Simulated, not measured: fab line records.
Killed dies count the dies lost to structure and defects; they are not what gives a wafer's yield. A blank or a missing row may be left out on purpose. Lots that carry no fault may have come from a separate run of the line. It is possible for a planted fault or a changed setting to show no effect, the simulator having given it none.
fab line records	flow nand-harc
record lots=6	wafers=18	last-day=24
route steps=1159 shown A_CONTACT@920
lots untouched by any fault: they come from a run of this same line in which no faults occurred
start-h: the number of hours between the record's first day and the start of the first shown wafer of the lot	wait-h: hours since the lot's step before	" identical to the entry in the row above	L1.1+2: a row that stands for several wafers	- no value, or no start given	* or withheld: withheld	< > ~ a bound
route shown NAME@n: names a module that has steps shown in the file, with the first one's number in the route	usual: mean/standard deviation taken from wafers without a fault	same: alike in all rows	chamber/n: place in a boat	sites: per-site readings	_std_site: how widely they spread, as a standard deviation	_edge_site: mean of outer sites minus mean of inner sites	radius-mm: how far each site lies from the wafer's centre	mask NAME#n: copy n	behind: the most recent tool/chamber to have shaped the wafer	hold: why the lot was held/for how many hours/how that ended	device: whichever transistor did not switch (one of n, p or np)	end of line: at the end of the route, the tests of the same wafers	where a step has no rows: the recipe by itself	killed: the dies lost at the first sort to structure and to defects; this is not the yield of the wafer	map: per-die view of a wafer (x killed, . not killed, _ where there is no die)
set.NAME: the run value of the setting; set.NAME@STEP: its run value at that earlier step	model.NAME: the simulator's own value behind a step, which no gauge read
lots seen at some steps along the route; tables by step, rows by wafer
services: the hour from which a tool's chamber was out of use, counted from the record's first day as start-h (under 0 if before that day), plus the number of hours and why
## steps
# step NHARC_A_CONTACT_ETCH_106
# recipe target-depth-a=600	overetch-a=60	time-s=33	ion-energy-ev=100	cf4-flow-sccm=80	o2-flow-sccm=20	ar-flow-sccm=0	rf-w=300	bias-w=100	chemistry=CF4/O2
# usual cf4-flow-sccm=80.02/0.24	drypump-motor-current-A=5.9/0.4	oes-product-au=1.001/0.0089	rf-vpp-V=197.7/1.2	showerhead-plenum-p-Torr=1.33/0.046	throttle-valve-pct=13.397/0.0095
lot.wafer	tool	chamber	start-h	wait-h	cf4-flow-sccm	drypump-motor-current-A	oes-product-au	rf-hours-counter-h	rf-vpp-V	showerhead-plenum-p-Torr	throttle-valve-pct
L921.2	rie-diel-10	0	399.80	0.1	79.66	5.5	1.016	13	197.1	1.37	13.379
L921.5	"	2	"	"	80.05	6.2	1.004	-	197.6	1.36	13.397
L921.6	"	0	"	"	79.91	5.4	1.023	-	197.9	1.37	13.397
L929.3	rie-diel-06	2	443.96	0.5	79.88	5.4	0.985	7	196.9	1.29	13.387
L929.4	"	3	"	"	80.76	6.1	0.992	6	197.8	1.35	13.404
L929.1	"	1	"	"	80.12	5.7	1.011	6	195.4	1.32	13.403
L932.1	rie-diel-03	2	448.22	0.1	79.85	5.5	1.000	9	198.6	1.42	13.404
L932.4	"	3	"	"	80.00	5.8	0.988	7	197.2	1.34	13.394
L932.5	"	1	"	"	80.40	5.6	0.998	-	195.1	1.26	13.393
L937.2	rie-diel-10	0	482.02	0.1	80.10	5.4	1.015	51	197.3	1.36	13.404
L937.4	"	2	"	"	80.35	6.2	1.007	40	198.6	1.35	13.399
L937.5	"	0	"	"	80.09	5.4	1.023	-	198.9	1.36	13.400
L939.4	rie-diel-03	3	486.44	0.1	80.06	5.8	1.010	14	197.7	1.34	13.401
L939.1	"	1	"	"	80.23	5.6	0.996	16	196.8	1.26	13.397
L939.3	"	2	"	"	79.91	5.6	1.007	16	199.4	1.42	13.410
L941.1	rie-diel-03	0	512.62	0.1	79.82	6.4	1.001	18	198.5	1.30	13.403
L941.6	"	1	"	"	79.92	5.7	0.992	-	195.7	1.26	13.404
L941.5	"	2	"	"	80.12	5.5	1.009	-	198.6	1.41	13.407
# step NHARC_A_CONTACT_STRIP_82
# recipe o2-flow-sccm=500	ar-flow-sccm=0	bias-w=0	chemistry=O2
# usual drypump-motor-current-A=5.9/0.39	oes-product-au=1.001/0.0092	rf-vpp-V=57.8/0.9	showerhead-plenum-p-Torr=3.51/0.12	throttle-valve-pct=17.038/0.0091
lot.wafer	tool	chamber	start-h	wait-h	drypump-motor-current-A	oes-product-au	rf-hours-counter-h	rf-vpp-V	showerhead-plenum-p-Torr	throttle-valve-pct
L921.2	rie-diel-10	2	399.89	0.1	6.2	1.011	11	56.8	3.58	17.040
L921.5	"	2	"	"	6.3	1.000	-	57.6	3.58	17.022
L921.6	"	0	"	"	5.4	1.021	-	58.7	3.61	17.048
L929.1	rie-diel-06	0	-	-	6.2	1.013	6	58.1	3.56	17.034
L929.3	"	2	"	"	5.4	0.999	7	57.2	3.41	17.042
L929.4	"	3	"	"	6.1	1.003	7	56.9	3.57	17.049
L932.4	rie-diel-03	1	-	-	5.7	0.995	9	57.2	3.35	17.040
L932.1	"	2	"	"	5.6	1.005	9	59.0	3.74	17.023
L932.5	"	1	"	"	5.7	0.987	-	58.3	3.35	17.053
L937.4	rie-diel-10	3	-	-	5.2	0.979	47	57.4	3.36	17.019
L937.2	"	0	"	"	5.5	1.019	51	58.7	3.59	17.042
L937.5	"	3	"	"	5.2	0.995	-	56.8	3.36	17.039
L939.4	rie-diel-03	3	-	-	5.8	0.991	14	59.8	3.54	17.044
L939.1	"	0	"	"	6.4	0.989	14	57.4	3.45	17.051
L939.3	"	1	"	"	5.7	0.989	16	56.4	3.35	17.039
L941.1	rie-diel-03	1	-	-	5.7	1.009	20	56.4	3.34	17.036
L941.6	"	2	"	"	5.6	1.005	-	59.2	3.73	17.047
L941.5	"	3	"	"	5.8	0.990	-	57.9	3.54	17.025
# step NHARC_A_CONTACT_STRIP_83
# recipe time-s=600	temp-c=30	chemistry=post-etch-residue-remover
# step NHARC_A_CONTACT_DEP_84
# recipe target-thk-a=20000	temp-c=400	material=aC
# usual throttle-valve-pct=35.000/0.0092
lot.wafer	tool	chamber	start-h	wait-h	throttle-valve-pct
L921.2	acl-dep-02	0	400.99	-	35.008
L921.5	"	0	"	"	35.005
L921.6	"	0	"	"	35.003
L929.1	acl-dep-01	0	447.23	-	35.000
L929.3	"	0	"	"	34.980
L929.4	"	0	"	"	34.988
L932.1	acl-dep-03	0	449.57	-	34.988
L932.4	"	0	"	"	34.988
L932.5	"	0	"	"	34.994
L937.2	acl-dep-02	0	483.19	-	35.013
L937.4	"	0	"	"	34.996
L937.5	"	0	"	"	35.002
L939.1	acl-dep-03	0	489.03	-	34.997
L939.3	"	0	"	"	34.989
L939.4	"	0	"	"	35.006
L941.1	acl-dep-01	0	513.68	-	34.993
L941.5	"	0	"	"	35.002
L941.6	"	0	"	"	35.003
# step NHARC_A_CONTACT_DEP_85
# recipe target-thk-a=500	target-thk-nm=50	temp-c=400	pressure-torr=3.5	flow-sccm=200	rf-w=350	material=SiON
# usual heater-power-outer-w=453/69	heater-power-w=770/85
lot.wafer	tool	chamber	start-h	wait-h	heater-power-outer-w	heater-power-w
L921.2	pecvd-01	1	402.10	0.9	453	786
L921.6	"	2	"	"	477	740
L921.5	"	0	"	"	562	851
L929.1	pecvd-04	0	448.52	1.1	354	651
L929.3	"	1	"	"	533	809
L929.4	"	1	"	"	511	830
L932.1	pecvd-01	1	450.86	1.1	471	844
L932.5	"	1	"	"	480	815
L932.4	"	2	"	"	461	721
L937.2	pecvd-01	0	484.25	0.9	591	871
L937.5	"	0	"	"	587	863
L937.4	"	2	"	"	446	689
L939.1	pecvd-03	2	490.28	1.0	396	746
L939.3	"	1	"	"	308	596
L939.4	"	2	"	"	396	759
L941.1	pecvd-03	0	515.00	1.1	455	821
L941.6	"	1	"	"	390	708
L941.5	"	0	"	"	449	816
# step NHARC_A_CONTACT_DEHYDRATE_00
# recipe temp-c=150	time-s=120
# step NHARC_A_CONTACT_HMDS_01
# recipe time-s=30
# step NHARC_A_CONTACT_COAT_86
# recipe temp-c=260	time-s=75
# step NHARC_A_CONTACT_COAT_87
# recipe temp-c=225	time-s=65
# step NHARC_A_CONTACT_COAT_02
# recipe spin-rpm=1500	resist-thk-nm=90
# step NHARC_A_CONTACT_SOFTBAKE_03
# recipe temp-c=105	time-s=55
# step NHARC_A_CONTACT_EBR_04
# step NHARC_A_CONTACT_EXPOSE_05
# recipe na=1.35	sigma-outer=0.8	dose-mj=84.24	mask-id=A_CC
# usual exposure-dose-mJ-cm2=84.24/0.079	focus-offset-nm=0.1/0.54
lot.wafer	tool	chamber	start-h	wait-h	mask	exposure-dose-mJ-cm2	focus-offset-nm
L921.2	arfi-scanner-02	0	402.51	-	A_CC#0	84.16	0.4
L921.5	"	0	"	"	A_CC#0	84.23	0.4
L921.6	"	0	"	"	A_CC#0	84.31	1.2
L929.1	arfi-scanner-02	-	449.07	-	A_CC#0	-	-
L929.3	"	-	"	"	A_CC#0	-	-
L929.4	"	-	"	"	A_CC#0	-	-
L932.1	arfi-scanner-02	-	451.29	-	A_CC#0	-	-
L932.4	"	-	"	"	A_CC#0	-	-
L932.5	"	-	"	"	A_CC#0	-	-
L937.2	arfi-scanner-01	0	484.83	-	A_CC#0	84.26	0.0
L937.4	"	0	"	"	A_CC#0	84.36	0.1
L937.5	"	0	"	"	A_CC#0	84.21	-0.1
L939.1	arfi-scanner-03	0	490.86	-	A_CC#0	84.31	0.6
L939.3	"	0	"	"	A_CC#0	84.33	0.1
L939.4	"	0	"	"	A_CC#0	84.36	0.3
L941.1	arfi-scanner-01	0	515.40	-	A_CC#0	84.28	0.1
L941.5	"	0	"	"	A_CC#0	84.17	-0.2
L941.6	"	0	"	"	A_CC#0	84.24	0.1
# step NHARC_A_CONTACT_PEB_06
# recipe peb-temp-c=100	peb-time-s=65
## services
tool	chamber	start-h	hours	kind
pecvd-04	-	376.36	13.0	pm
arfi-scanner-01	-	379.60	4.0	pm
pecvd-01	2	381.36	6.8	repair
rie-diel-03	-	392.30	9.0	pm
arfi-scanner-01	-	395.60	0.5	repair
rie-diel-10	3	398.31	5.8	repair
rie-diel-10	1	399.69	8.5	repair
rie-diel-03	3	401.32	3.5	repair
acl-dep-03	-	405.21	13.0	pm
arfi-scanner-01	-	417.89	3.3	repair
pecvd-01	-	418.33	13.0	pm
rie-diel-06	-	418.74	9.0	pm
rie-diel-10	1	423.64	45.3	repair
arfi-scanner-02	-	428.00	4.0	pm
rie-diel-03	0	431.07	6.7	repair
pecvd-04	1	432.72	5.4	repair
rie-diel-10	0	436.05	3.7	repair
pecvd-03	1	436.33	12.3	repair
arfi-scanner-03	-	461.07	3.9	repair
pecvd-01	2	466.83	5.4	repair
pecvd-03	-	473.23	13.0	pm
acl-dep-01	-	482.35	13.0	pm
rie-diel-06	2	498.54	2.2	repair
rie-diel-06	2	510.94	10.1	repair
## key
first-sign step=NHARC_A_CONTACT_EXPOSE_05	reading=tool-record	direction=missing
effect none on later readings
met-at NHARC_A_CONTACT_EXPOSE_05
struck-wafers L929.1,L929.3,L929.4,L932.1,L932.4,L932.5
later-rows-left-out L929.1,L929.3,L929.4,L932.1,L932.4,L932.5
sort-left-out L929.1,L929.3,L929.4,L932.1,L932.4,L932.5
tester-left-out L929,L932
onset-between 402.51 449.07
fault kind=skipped-step-whole	tool=arfi-scanner-02	chamber=-	onset-h=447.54	steps=NHARC_A_CONTACT_EXPOSE_05	scope=struck-lots-only
# tester-left-out: of these lots the tester's yield and bins aren't shown, on N5 and GAA mostly nor the transistor test; their killed dies are dies lost to structure and defects alone, not to doping, threshold or leakage, so they don't give the yield
# sort-left-out: the simulated sort isn't trusted on such a fault, so these wafers' sort isn't shown, and their yield isn't known
# later-rows-left-out: the simulator's readings of these wafers behind a module that went badly wrong aren't trusted and aren't shown, but for the sort
